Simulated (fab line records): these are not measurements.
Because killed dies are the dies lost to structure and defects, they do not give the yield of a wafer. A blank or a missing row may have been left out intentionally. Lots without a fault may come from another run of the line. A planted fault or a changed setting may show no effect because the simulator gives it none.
What tool caused it? :: flow nand harc :: Sampling: 12 lots, 36 wafers, 4 of 1159 route steps

== WHAT EACH GAUGE READ, for each wafer ==
NHARC_A_SGD_CUT_OVL_MEAS_10.
lot: L187
measured: day 13 23:29
on: overlay-02
overlay x nm (nm): 1.1 0.6 1.3
overlay y nm (nm): 0.4 0.9 1.4

lot: L188
measured: day 13 23:47
on: overlay-02
overlay x nm (nm): 1.3 1.7 1.3
overlay y nm (nm): -0.5 -1.2 -0.9

lot: L191
measured: day 14 19:23
on: overlay-02
overlay x nm (nm): -0.2 -0.5 -0.8
overlay y nm (nm): -0.7 -0.6 -0.8

lot: L193
measured: day 15 07:18
on: overlay-01
overlay x nm (nm): -0.5 -0.7 -0.2
overlay y nm (nm): 0.1 -0.1 -0.2

lot: L194
measured: day 15 21:59
on: overlay-01
overlay x nm (nm): -1.5 -0.7 -0.8
overlay y nm (nm): 0.4 0.6 0.5

lot: L196
measured: day 16 04:38
on: overlay-01
overlay x nm (nm): -1.6 -1.9 -1.9
overlay y nm (nm): 0.4 -0.2 0.9

lot: L200
measured: day 16 19:18
on: overlay-02
overlay x nm (nm): -0.1 -1.0 -0.7
overlay y nm (nm): -0.4 -0.3 -0.7

lot: L204
measured: day 17 16:37
on: overlay-01
overlay x nm (nm): 18.6 18.5 19.1
overlay y nm (nm): 0.5 0.4 0.8

lot: L205
measured: day 18 03:11
on: overlay-01
overlay x nm (nm): 17.0 17.0 16.2
overlay y nm (nm): 0.0 -1.1 0.2

lot: L207
measured: day 18 17:01
on: overlay-01
overlay x nm (nm): 0.0 -0.3 -0.6
overlay y nm (nm): -1.6 -1.4 -0.9

lot: L208
measured: day 19 06:32
on: overlay-02
overlay x nm (nm): 0.1 0.2 0.5
overlay y nm (nm): 0.3 0.0 -0.1

lot: L210
measured: day 19 07:02
on: overlay-02
overlay x nm (nm): -1.4 -1.3 -1.8
overlay y nm (nm): 0.0 0.5 0.0

== WHICH TOOL RAN EACH LOT (tool, then ch and the chambers of the sampled wafers, then the start) ==
lot: L187
NHARC_A_STAIRCASE_CMP_450: cmp-03 ch 1,2, day 13 20:48
NHARC_A_STAIRCASE_STRIP_475: rie diel-01 ch 0,2,3, day 13 23:16 or earlier
NHARC_A_SGD_CUT_EXPOSE_06: arfi scanner-03 ch 0, day 13 23:16

lot: L188
NHARC_A_STAIRCASE_CMP_450: cmp-04 ch 0,2,3, day 13 21:05
NHARC_A_STAIRCASE_STRIP_475: rie diel-01 ch 1,2,3, day 13 23:34 or earlier
NHARC_A_SGD_CUT_EXPOSE_06: arfi scanner-02 ch 0, day 13 23:34

lot: L191
NHARC_A_STAIRCASE_CMP_450: cmp-03 ch 0,1,3, day 14 16:45
NHARC_A_STAIRCASE_STRIP_475: rie diel-01 ch 0,1, day 14 19:10 or earlier
NHARC_A_SGD_CUT_EXPOSE_06: arfi scanner-03 ch 0, day 14 19:10

lot: L193
NHARC_A_STAIRCASE_CMP_450: cmp-02 ch 0,2,3, day 15 04:03
NHARC_A_STAIRCASE_STRIP_475: rie diel-11 ch 0,1,2, day 15 07:04 or earlier
NHARC_A_SGD_CUT_EXPOSE_06: arfi scanner-01 ch 0, day 15 07:04

lot: L194
NHARC_A_STAIRCASE_CMP_450: cmp-02 ch 0,3, day 15 17:18
NHARC_A_STAIRCASE_STRIP_475: rie diel-13 ch 0,1,3, day 15 21:46 or earlier
NHARC_A_SGD_CUT_EXPOSE_06: arfi scanner-01 ch 0, day 15 21:46

lot: L196
NHARC_A_STAIRCASE_CMP_450: cmp-04 ch 0,1,2, day 16 01:57
NHARC_A_STAIRCASE_STRIP_475: rie diel-11 ch 1,2,3, day 16 04:24 or earlier
NHARC_A_SGD_CUT_EXPOSE_06: arfi scanner-02 ch 0, day 16 04:24

lot: L200
NHARC_A_STAIRCASE_CMP_450: cmp-04 ch 0,2, day 16 16:46
NHARC_A_STAIRCASE_STRIP_475: rie diel-11 ch 1,2,3, day 16 19:04 or earlier
NHARC_A_SGD_CUT_EXPOSE_06: arfi scanner-02 ch 0, day 16 19:04

lot: L204
NHARC_A_STAIRCASE_CMP_450: cmp-02 ch 1,3, day 17 13:56
NHARC_A_STAIRCASE_STRIP_475: rie diel-11 ch 0,2, day 17 16:23 or earlier
NHARC_A_SGD_CUT_EXPOSE_06: arfi scanner-03 ch 0, day 17 16:23

lot: L205
NHARC_A_STAIRCASE_CMP_450: cmp-04 ch 0,1,2, day 18 00:31
NHARC_A_STAIRCASE_STRIP_475: rie diel-11 ch 1,2,3, day 18 02:58 or earlier
NHARC_A_SGD_CUT_EXPOSE_06: arfi scanner-03 ch 0, day 18 02:58

lot: L207
NHARC_A_STAIRCASE_CMP_450: cmp-04 ch 1,3, day 18 14:12
NHARC_A_STAIRCASE_STRIP_475: rie diel-01 ch 0,2,3, day 18 16:47 or earlier
NHARC_A_SGD_CUT_EXPOSE_06: arfi scanner-02 ch 0, day 18 16:47

lot: L208
NHARC_A_STAIRCASE_CMP_450: cmp-04 ch 0,1,3, day 19 03:58
NHARC_A_STAIRCASE_STRIP_475: rie diel-11 ch 1,2,3, day 19 06:19 or earlier
NHARC_A_SGD_CUT_EXPOSE_06: arfi scanner-01 ch 0, day 19 06:19

lot: L210
NHARC_A_STAIRCASE_CMP_450: cmp-03 ch 0,2, day 19 04:28
NHARC_A_STAIRCASE_STRIP_475: rie diel-13 ch 0,1, day 19 06:48 or earlier
NHARC_A_SGD_CUT_EXPOSE_06: arfi scanner-01 ch 0, day 19 06:48
- NHARC_A_STAIRCASE_CMP_450: polishes SiO2, target thk 200 nm.
- NHARC_A_STAIRCASE_STRIP_475: strips in O2, time 20 s.
- NHARC_A_SGD_CUT_EXPOSE_06: exposes mask SGD.

== AS READ BY THE TOOLS THEMSELVES (means over the sampled wafers that have a number; for cases with no such wafer, the mark the record gives instead) ==
NHARC_A_STAIRCASE_CMP_450.
lot: L187
tool: cmp-03
motor current A (A): 11.5

lot: L188
tool: cmp-04
motor current A (A): 11.0

lot: L191
tool: cmp-03
motor current A (A): 12.4

lot: L193
tool: cmp-02
motor current A (A): 11.8

lot: L194
tool: cmp-02
motor current A (A): 12.2

lot: L196
tool: cmp-04
motor current A (A): 11.1

lot: L200
tool: cmp-04
motor current A (A): 11.6

lot: L204
tool: cmp-02
motor current A (A): 12.6

lot: L205
tool: cmp-04
motor current A (A): 11.1

lot: L207
tool: cmp-04
motor current A (A): 10.4

lot: L208
tool: cmp-04
motor current A (A): 11.3

lot: L210
tool: cmp-03
motor current A (A): 12.2

NHARC_A_STAIRCASE_STRIP_475.
lot: L187
tool: rie diel-01
drypump motor current A (A): 5.8
oes product au (a.u.): 1.003
rf vpp V (V): 58.0
showerhead plenum p Torr (Torr): 3.62
throttle valve pct (%): 17.038

lot: L188
tool: rie diel-01
drypump motor current A (A): 5.9
oes product au (a.u.): 1.013
rf vpp V (V): 58.3
showerhead plenum p Torr (Torr): 3.54
throttle valve pct (%): 17.042

lot: L191
tool: rie diel-01
drypump motor current A (A): 5.6
oes product au (a.u.): 0.977
rf vpp V (V): 57.4
showerhead plenum p Torr (Torr): 3.50
throttle valve pct (%): 17.046

lot: L193
tool: rie diel-11
drypump motor current A (A): 5.6
oes product au (a.u.): 1.004
rf vpp V (V): 57.1
showerhead plenum p Torr (Torr): 3.51
throttle valve pct (%): 17.034

lot: L194
tool: rie diel-13
drypump motor current A (A): 5.9
oes product au (a.u.): 1.009
rf vpp V (V): 58.0
showerhead plenum p Torr (Torr): 3.59
throttle valve pct (%): 17.038

lot: L196
tool: rie diel-11
drypump motor current A (A): 5.7
oes product au (a.u.): 0.996
rf vpp V (V): 57.7
showerhead plenum p Torr (Torr): 3.49
throttle valve pct (%): 17.046

lot: L200
tool: rie diel-11
drypump motor current A (A): 5.7
oes product au (a.u.): 0.994
rf vpp V (V): 57.6
showerhead plenum p Torr (Torr): 3.49
throttle valve pct (%): 17.040

lot: L204
tool: rie diel-11
drypump motor current A (A): 5.5
oes product au (a.u.): 0.997
rf vpp V (V): 58.2
showerhead plenum p Torr (Torr): 3.49
throttle valve pct (%): 17.033

lot: L205
tool: rie diel-11
drypump motor current A (A): 5.7
oes product au (a.u.): 0.991
rf vpp V (V): 57.6
showerhead plenum p Torr (Torr): 3.49
throttle valve pct (%): 17.038

lot: L207
tool: rie diel-01
drypump motor current A (A): 5.8
oes product au (a.u.): 0.993
rf vpp V (V): 58.1
showerhead plenum p Torr (Torr): 3.60
throttle valve pct (%): 17.042

lot: L208
tool: rie diel-11
drypump motor current A (A): 5.7
oes product au (a.u.): 0.994
rf vpp V (V): 56.5
showerhead plenum p Torr (Torr): 3.48
throttle valve pct (%): 17.034

lot: L210
tool: rie diel-13
drypump motor current A (A): 6.3
oes product au (a.u.): 1.021
rf vpp V (V): 57.3
showerhead plenum p Torr (Torr): 3.68
throttle valve pct (%): 17.043

== THE ANSWER, worked out from the rows above alone ==
Rule: the lots themselves supply what counts as usual. Put in order of their means at a reading, lots are off if they are a third of the lots or fewer, leave a main group of 4 or more, and stand apart from it by a gap of 3 or more times the standard deviation of the main group's means; of several such gaps the widest counts. A main group is skipped when, at the precision printed for the reading in the tables above, its means are all equal. A lot without any number at a reading at which 4 lots or more have one is off too. The other lots that the step has rows for count as sound. After the gauges, taken in route order, come the tools' own readings; for these a lot's mean is taken, as printed above. The first step at which some lot is off is used, and at that step the reading that is off furthest; a lot without a number counts as furthest.
Off: L204, L205, at NHARC_A_SGD_CUT_OVL_MEAS_10 (overlay x nm). For the main group the mean is -0.3 nm and the standard deviation 0.97.
A tool fits if, at a process step before that reading, it ran every lot that is off, and no sound lot after the first of them. Gauges at NHARC_A_SGD_CUT_OVL_MEAS_10: tried the same way as those tools. With no start given for some of its lots, NHARC_A_STAIRCASE_STRIP_475 uses the hours and lot order of NHARC_A_SGD_CUT_EXPOSE_06. One candidate fits, namely arfi scanner-03 at NHARC_A_SGD_CUT_EXPOSE_06. Its last sound lot is L191 (day 14 19:10), its first lot that is off L204 (day 17 16:23): a fault that began between those two fits.

== WHAT THE SIMULATOR PUT IN ==
Scanner matching overlay: arfi scanner-03, from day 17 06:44 on, at NHARC_A_SGD_CUT_EXPOSE_06. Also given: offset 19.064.
Shown lots that were struck: L204, L205. The rule above reached the same finding.
